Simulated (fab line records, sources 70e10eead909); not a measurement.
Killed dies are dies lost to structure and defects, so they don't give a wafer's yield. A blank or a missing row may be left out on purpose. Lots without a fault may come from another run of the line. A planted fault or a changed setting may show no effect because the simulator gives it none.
Chamber matching | flow nand_harc | NHARC_A_CHANNEL_FILL_D1_ETCHBACK_20 on rie_diel-10: 4 sister chambers
The step etches the open film in C4F8/O2/Ar, target depth 27 nm, time 13.5 s. 4 wafers are shown with their chamber, then 8 later ones without.

WAFERS WITH THEIR CHAMBER
wafer  | chamber | rf_vpp_V (V)
L233.3 | 3       | 978
L233.4 | 2       | 972
L233.5 | 1       | 989
L235.1 | 0       | 979

WAFERS WITHOUT THEIR CHAMBER
wafer  | rf_vpp_V (V)
L235.3 | 989
L235.5 | 988
L239.1 | 988
L239.2 | 980
L239.6 | 989
L237.1 | 978
L237.3 | 979
L237.5 | 978

WHICH CHAMBER EACH WENT THROUGH
wafer  | from the rows above     | in truth
L235.3 | 1                       | 1
L235.5 | 1                       | 1
L239.1 | 1                       | 1
L239.2 | can't be placed: 0 or 3 | 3
L239.6 | 1                       | 1
L237.1 | can't be placed: 3 or 0 | 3
L237.3 | can't be placed: 0 or 3 | 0
L237.5 | can't be placed: 3 or 0 | 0
Placed correctly: 4 of 8. Can't be placed from these rows: 4 (the true chamber is among the candidates in 4). Placed wrongly: 0.
How it was worked out, from the rows above alone: a wafer's distance from a chamber is the root of the sum, over the readings, of the square of ((its reading less the chamber's mean) divided by the reading's scatter). The wafer belongs to the nearest chamber; if the next one is less than 2 further off, it can't be placed. A chamber's mean is the mean of its shown wafers. The scatter: with one shown wafer a chamber, the root of the mean of the squares of how far each hidden wafer lies from its nearest shown one.
